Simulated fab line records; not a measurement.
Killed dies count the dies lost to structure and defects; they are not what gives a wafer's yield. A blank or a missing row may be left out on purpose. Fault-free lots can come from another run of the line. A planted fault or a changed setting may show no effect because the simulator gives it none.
Which of the tools did it? + flow n5Finfet + 10 lots with 30 wafers sampled at 5 steps, on a route of 1938 steps

WHAT THE GAUGES SHOWED, per wafer
N5_BEOL_M10_THK_MEAS_01.
| lot  | measured     | on           | M10_ILD_THK (nm) |
|------|--------------|--------------|------------------|
| L736 | day 9 20:35  | filmMetro-02 | 265 265 268      |
| L738 | day 10 14:16 | filmMetro-02 | 267 271 269      |
| L741 | day 11 11:43 | filmMetro-01 | 270 277 274      |
| L740 | day 11 17:13 | filmMetro-02 | 271 274 274      |
| L749 | day 13 04:54 | filmMetro-02 | 278 280 283      |
| L752 | day 13 23:40 | filmMetro-01 | 272 270 277      |
| L751 | day 14 13:56 | filmMetro-01 | 275 278 282      |
| L754 | day 14 18:42 | filmMetro-02 | 266 271 268      |
| L756 | day 15 06:26 | filmMetro-01 | 270 273 273      |
| L758 | day 15 18:46 | filmMetro-02 | 266 263 264      |

EACH LOT AND THE TOOL THAT RAN IT (in order: tool; ch and the chambers of the sampled wafers; start)
| lot  | N5_BEOL_M9_DESCUM_33              | N5_BEOL_M9_CURE_72           | N5_BEOL_M9_DEGAS_44         | N5_BEOL_M10_ILD_DEP_00          |
|------|-----------------------------------|------------------------------|-----------------------------|---------------------------------|
| L736 | rieDiel-06 ch 2,3, day 9 15:07    | uvCure-01 ch 0, day 9 15:58  | pvdSputter-03, day 9 16:18  | pecvd-01 ch 0,1,2, day 9 20:00  |
| L738 | rieDiel-06 ch 0,2, day 10 10:27   | uvCure-02 ch 1, day 10 11:18 | pvdSputter-03, day 10 11:50 | pecvd-01 ch 0,1, day 10 13:40   |
| L741 | rieDiel-06 ch 0,2, day 11 06:45   | uvCure-03 ch 1, day 11 07:30 | pvdSputter-03, day 11 08:16 | pecvd-02 ch 0,1,2, day 11 11:08 |
| L740 | rieDiel-03 ch 0,1,2, day 11 11:37 | uvCure-03 ch 0, day 11 12:34 | pvdSputter-02, day 11 12:56 | pecvd-04 ch 0,1,2, day 11 16:34 |
| L749 | rieDiel-06 ch 0,3, day 13 00:40   | uvCure-02 ch 2, day 13 01:22 | pvdSputter-01, day 13 01:48 | pecvd-01 ch 0,1,2, day 13 04:19 |
| L752 | rieDiel-06 ch 2,3, day 13 18:27   | uvCure-03 ch 1, day 13 19:06 | pvdSputter-03, day 13 19:31 | pecvd-02 ch 0,2, day 13 23:05   |
| L751 | rieDiel-06 ch 0,1,3, day 14 10:28 | uvCure-01 ch 2, day 14 11:10 | pvdSputter-03, day 14 11:38 | pecvd-01 ch 0,1, day 14 13:21   |
| L754 | rieDiel-06 ch 0,1, day 14 14:18   | uvCure-02 ch 1, day 14 15:10 | pvdSputter-01, day 14 15:59 | pecvd-04 ch 0,1,2, day 14 18:06 |
| L756 | rieDiel-06 ch 1,2, day 15 01:44   | uvCure-02 ch 0, day 15 02:23 | pvdSputter-01, day 15 04:10 | pecvd-02 ch 1,2, day 15 05:50   |
| L758 | rieDiel-04 ch 0,1,2, day 15 13:44 | uvCure-01 ch 0, day 15 14:24 | pvdSputter-02, day 15 16:28 | pecvd-02 ch 0,1,2, day 15 18:10 |
- N5_BEOL_M9_DESCUM_33: chemistry O2, time 7 s.
- N5_BEOL_M9_CURE_72: cures SiCOH lowk, time 120 s.
- N5_BEOL_M9_DEGAS_44: time 60 s.
- N5_BEOL_M10_ILD_DEP_00: deposits SiCOH lowk from DEMS/porogen, target thk 308.51 nm, time 58 s.

THE ANSWER, worked out from the rows above alone
Rule: the usual values come from the lots themselves. The widest of any qualifying gaps counts: lots, ordered by their means at a reading, are off when they make up no more than a third of the lots, leave a main group of 4 or more, and stand apart from it by 3 or more times the standard deviation of that group's means. Not used: any main group whose means are identical at the precision the tables above print for the reading. Also off: a lot with no number at a reading for which 4 or more lots have one. Where the step has rows for the other lots, those lots are counted as sound.
Nothing can be told from this: no lot is off at any reading shown.

WHAT THE SIMULATOR HAD INSERTED
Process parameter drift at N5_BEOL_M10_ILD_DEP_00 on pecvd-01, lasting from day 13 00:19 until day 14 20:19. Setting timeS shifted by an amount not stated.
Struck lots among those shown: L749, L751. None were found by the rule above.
